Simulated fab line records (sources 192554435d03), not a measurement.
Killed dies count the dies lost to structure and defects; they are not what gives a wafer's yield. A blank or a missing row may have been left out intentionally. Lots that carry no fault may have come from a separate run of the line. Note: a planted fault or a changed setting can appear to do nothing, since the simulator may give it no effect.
Split-lot trial    flow n5-finfet    route with 1938 steps; 7 lots, 21 wafers read

SPLIT DETAILS
At N5_BEOL_M3_COAT_67 (time 60 s, resist thk 60 nm), the setting spin-rpm was moved away from the recipe's 1500 rpm on 4 of the 21 wafers read, by -11.1% to +10.0%. All remaining wafers had this setting at the recipe value.

FROM THE SPLIT TO THE READING: what the file shows between them, 8 steps
- N5_BEOL_M3_COAT_76: time 60 s, resist thk 5 nm (also split here: spin-rpm)
- N5_BEOL_M3_COAT_22: resist thk 30 nm
- N5_BEOL_M3_EBR_24
- N5_BEOL_M3_DESCUM_33: chemistry O2, time 7 s
- N5_BEOL_M3_ETCH_77: etches underlayer in N2/H2, target depth 6.5 nm, time 5.2 s
- N5_BEOL_M3_ETCH_69: etches SiARC in CF4, target depth 15.6 nm, time 26 s
- N5_BEOL_M3_ALD_98: deposits SiO2, target thk 2.5 nm, pulse time 1 s, co reactant pulse time 1 s
- N5_BEOL_M3_ETCHBACK_99: etches SiO2 in CHF3, target depth 5 nm, time 10.4 s

THE READING
etch.depth-nm (the simulator's own value, which no gauge read), in nm, at N5_BEOL_M3_ETCH_70 (etches SOC in N2/H2, target depth 80 nm, overetch 16 nm, time 120 s). There is no usual value for it anywhere in the file. Across the 17 wafers here that went through the recipe, the average is 60.11 nm and the standard deviation 0.13 nm.

wafer   tool, chamber at the split  spin-rpm as run, rpm  against the recipe  etch.depth-nm, nm  against lot-mates on the recipe
L078.1  litho-track-04, 0           1598                  +6.5%               58.2               -1.78
L078.3  litho-track-04, 0           1500                  recipe              59.91              -
L078.6  litho-track-04, 0           1500                  recipe              60.05              -
L083.1  litho-track-03, 0           1500                  recipe              60.14              -
L083.2  litho-track-03, 0           1500                  recipe              60.12              -
L083.6  litho-track-03, 0           1500                  recipe              60.35              -
L088.4  litho-track-04, 0           1500                  recipe              60.2               -
L088.5  litho-track-04, 0           1500                  recipe              60                 -
L088.6  litho-track-04, 0           1500                  recipe              60.4               -
L089.1  litho-track-02, 0           1500                  recipe              60.2               -
L089.3  litho-track-02, 0           1500                  recipe              60.15              -
L089.5  litho-track-02, 0           1500                  recipe              60.1               -
L093.1  litho-track-04, 0           1333                  -11.1%              63.6               +3.64
L093.3  litho-track-04, 0           1500                  recipe              59.96              -
L093.6  litho-track-04, 0           1333                  -11.1%              63.57              +3.61
L094.1  litho-track-04, 0           1500                  recipe              60.13              -
L094.2  litho-track-04, 0           1500                  recipe              59.98              -
L094.5  litho-track-04, 0           1500                  recipe              60.08              -
L096.1  litho-track-03, 0           1500                  recipe              59.97              -
L096.2  litho-track-03, 0           1650                  +10.0%              57.43              -2.66
L096.5  litho-track-03, 0           1500                  recipe              60.21              -

FIT RESULTS
A straight line over all 21 wafers: etch.depth-nm changes by -0.298 nm for each +1% of spin-rpm; r = -0.99; the points scatter about the line by 0.15 nm.
The same after taking each lot's own level away (the mean of its wafers on the recipe; 21 wafers): -0.304 nm for each +1%; r = -0.99; scatter 0.15 nm.
That fit puts the effect of the largest move of spin-rpm on the reading at 3.4 nm.
Across the lots, their own levels run from 59.960 to 60.203 nm, a range of 1.9 times the standard deviation given above.
The two slopes are in agreement: the lot-to-lot level therefore moves the slope only a little.
Check: +3.32 nm against its lot-mates is what the line predicts for one of the wafers moved furthest among these (-11.1%) when that wafer is left out of the fit. It came out at +3.64 nm against them.

FURTHER SPLITS ON THESE WAFERS
Before the reading, these wafers also passed through other splits. Each is held against what the fit with the lots' levels taken away leaves over:
other split on the same wafers  wafers away from the commonest value  r with etch.depth-nm (lot level and that fit taken away)
N5_BEOL_M3_ETCH_64 time-s       6                                     -0.06
N5_BEOL_M3_COAT_76 spin-rpm     7                                     +0.09

THE WHOLE CHAIN: every reading that the file lists as answering this split, in the file's order
step                what it does                                                         reading                                                                         change (the file's fit)                r (the file's)
N5_BEOL_M3_COAT_67  time 60 s, resist thk 60 nm                                          SOC_of_BEOL_M3_COAT_67.thk-nm (the simulator's own value, which no gauge read)  -0.296 nm for each +1% of the setting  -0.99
N5_BEOL_M3_ETCH_70  etches SOC in N2/H2, target depth 80 nm, overetch 16 nm, time 120 s  etch.depth-nm (the simulator's own value, which no gauge read)                  -0.295 nm for each +1% of the setting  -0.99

THE FILE'S OWN FIT
etch.depth-nm changes by -0.295 nm for each +1% of spin-rpm, r = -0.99.
